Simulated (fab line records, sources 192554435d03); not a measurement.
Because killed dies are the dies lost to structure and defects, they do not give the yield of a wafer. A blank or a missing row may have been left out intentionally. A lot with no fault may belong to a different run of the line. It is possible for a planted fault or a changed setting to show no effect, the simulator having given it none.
Matching of chambers | flow n5-finfet | ald-metal-02 running N5_BEOL_M2_ALD_84: 4 sister chambers
The step deposits TaN, pulse time 2 s, purge time 3 s, co reactant purge time 2 s. 16 wafers are shown with their chamber, then 8 later ones without.

EACH WAFER AND ITS CHAMBER
wafer  | chamber | heater-power-w (W)
L081.2 | 3       | 365
L081.3 | 2       | 518
L081.5 | 2       | 503
L084.1 | 2       | 516
L084.2 | 1       | 376
L084.4 | 3       | 376
L085.2 | 0       | 430
L085.4 | 2       | 527
L085.6 | 2       | 511
L088.2 | 0       | 429
L088.3 | 1       | 383
L088.5 | 1       | 374
L087.1 | 3       | 367
L087.2 | 0       | 413
L087.3 | 2       | 508
L093.2 | 3       | 377

SIGNATURES, as means of the wafers listed above
reading        | chamber 0 | chamber 1 | chamber 2 | chamber 3 | scatter within a chamber
heater-power-w | 424.00    | 377.67    | 513.83    | 371.25    | 7.61
Rule: a wafer lies at a distance from a chamber equal to the root of the sum of squares, over the readings, of (its reading less the chamber's mean, divided by the reading's scatter). If the next closest chamber is less than 2 further off than the closest, the wafer can't be placed; otherwise it belongs to the closest. The scatter: take each reading less its chamber's mean, square it, sum over the shown wafers, divide by the number of wafers less the number of chambers, and take the root.

WAFERS WHOSE CHAMBER IS MISSING
wafer  | heater-power-w (W)
L093.3 | 422
L093.6 | 366
L096.1 | 524
L096.4 | 381
L096.5 | 386
L086.3 | 380
L086.4 | 383
L086.5 | 426

WHICH CHAMBER EACH ONE RAN IN
wafer  | from the rows above     | in truth
L093.3 | 0                       | 0
L093.6 | can't be placed: 3 or 1 | 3
L096.1 | 2                       | 2
L096.4 | can't be placed: 1 or 3 | 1
L096.5 | can't be placed: 1 or 3 | 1
L086.3 | can't be placed: 1 or 3 | 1
L086.4 | can't be placed: 1 or 3 | 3
L086.5 | 0                       | 0
Correct placement for 3 of the 8. Cannot be placed on the basis of these rows: 5; the candidates contain the true chamber in 5. Number placed wrongly: 0.
